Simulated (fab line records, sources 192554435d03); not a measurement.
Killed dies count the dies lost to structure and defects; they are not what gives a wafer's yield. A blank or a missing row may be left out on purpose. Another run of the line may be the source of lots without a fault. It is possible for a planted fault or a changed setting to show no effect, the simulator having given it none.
Matching of chambers | flow n5 finfet | rie diel-05 running N5_MOL_CONTACT_COAG_ETCH_66: 4 sister chambers
The step etches SiARC in CF4, target depth 13 nm, time 21.7 s. 42 wafers are shown with their chamber, then 12 later ones without.

## WAFERS WITH THEIR CHAMBER
wafer  | chamber | drypump motor current A (A) | showerhead plenum p Torr (Torr) | throttle valve pct (%)
L074.1 | 2       | 5.3                         | 2.15                            | 15.44
L074.2 | 3       | 5.8                         | 2.15                            | 15.95
L074.4 | 3       | 5.8                         | 2.15                            | 15.98
L076.2 | 3       | 5.8                         | 2.15                            | 15.97
L076.3 | 0       | 6.0                         | 2.05                            | 15.66
L076.5 | 3       | 5.8                         | 2.15                            | 15.96
L077.1 | 3       | 5.8                         | 2.14                            | 15.96
L077.2 | 2       | 5.3                         | 2.14                            | 15.45
L077.3 | 0       | 6.0                         | 2.05                            | 15.66
L077.4 | 0       | 6.0                         | 2.05                            | 15.66
L077.5 | 2       | 5.3                         | 2.14                            | 15.45
L077.6 | 3       | 5.8                         | 2.14                            | 15.96
L079.2 | 1       | 5.3                         | 2.19                            | 15.56
L079.3 | 0       | 6.0                         | 2.05                            | 15.68
L079.6 | 3       | 5.8                         | 2.14                            | 15.97
L081.1 | 3       | 5.8                         | 2.14                            | 15.98
L081.2 | 2       | 5.3                         | 2.14                            | 15.48
L081.3 | 1       | 5.3                         | 2.19                            | 15.58
L081.4 | 0       | 6.0                         | 2.04                            | 15.68
L081.5 | 3       | 5.8                         | 2.14                            | 15.98
L081.6 | 0       | 5.9                         | 2.04                            | 15.67
L082.1 | 3       | 5.8                         | 2.14                            | 15.98
L082.3 | 2       | 5.3                         | 2.14                            | 15.46
L082.4 | 1       | 5.3                         | 2.19                            | 15.57
L083.1 | 1       | 5.3                         | 2.19                            | 15.59
L083.2 | 3       | 5.8                         | 2.14                            | 15.99
L083.4 | 2       | 5.3                         | 2.14                            | 15.48
L084.2 | 0       | 6.0                         | 2.04                            | 15.69
L084.3 | 1       | 5.3                         | 2.19                            | 15.60
L084.6 | 2       | 5.3                         | 2.14                            | 15.46
L085.1 | 1       | 5.3                         | 2.19                            | 15.60
L085.3 | 0       | 6.0                         | 2.04                            | 15.71
L085.4 | 2       | 5.3                         | 2.14                            | 15.48
L086.1 | 0       | 6.0                         | 2.04                            | 15.71
L086.2 | 3       | 5.8                         | 2.14                            | 16.02
L086.3 | 1       | 5.3                         | 2.19                            | 15.61
L086.4 | 2       | 5.3                         | 2.14                            | 15.48
L086.5 | 1       | 5.3                         | 2.19                            | 15.60
L086.6 | 2       | 5.3                         | 2.14                            | 15.48
L093.1 | 1       | 5.3                         | 2.18                            | 15.61
L093.3 | 2       | 5.3                         | 2.13                            | 15.49
L093.4 | 0       | 6.0                         | 2.04                            | 15.72

SIGNATURES, as means of the wafers listed above
reading                  | chamber 0 | chamber 1 | chamber 2 | chamber 3 | scatter within a chamber
drypump motor current A  | 5.990     | 5.300     | 5.300     | 5.800     | 0.0154
showerhead plenum p Torr | 2.0440    | 2.1889    | 2.1400    | 2.1433    | 0.00458
throttle valve pct       | 15.6840   | 15.5911   | 15.4682   | 15.9750   | 0.0189
Rule: distance of a wafer from a chamber = root of the sum over the readings of ((wafer's reading minus chamber's mean) / reading's scatter) squared. The wafer belongs to the nearest chamber; if the next one is less than 2 further off, it can't be placed. The scatter: take each reading less its chamber's mean, square it, sum over the shown wafers, divide by the number of wafers less the number of chambers, and take the root.

## WAFERS WHOSE CHAMBER IS MISSING
wafer  | drypump motor current A (A) | showerhead plenum p Torr (Torr) | throttle valve pct (%)
L095.4 | 5.3                         | 2.13                            | 15.51
L095.5 | 5.9                         | 2.04                            | 15.73
L095.6 | 5.3                         | 2.18                            | 15.62
L096.4 | 5.3                         | 2.13                            | 15.52
L096.5 | 5.3                         | 2.13                            | 15.52
L096.6 | 5.8                         | 2.13                            | 16.05
L097.1 | 6.0                         | 2.03                            | 15.76
L097.2 | 5.3                         | 2.18                            | 15.64
L097.3 | 5.8                         | 2.13                            | 16.04
L097.4 | 5.3                         | 2.13                            | 15.52
L097.5 | 6.0                         | 2.03                            | 15.75
L097.6 | 5.3                         | 2.18                            | 15.64

## EACH ONE'S CHAMBER
wafer  | from the rows above | in truth
L095.4 | 2                   | 2
L095.5 | 0                   | 0
L095.6 | 1                   | 1
L096.4 | 2                   | 2
L096.5 | 2                   | 2
L096.6 | 3                   | 3
L097.1 | 0                   | 0
L097.2 | 1                   | 1
L097.3 | 3                   | 3
L097.4 | 2                   | 2
L097.5 | 0                   | 0
L097.6 | 1                   | 1
Correctly placed: 12 of 12. Left unplaced by these rows: 0. 0 placed wrongly.
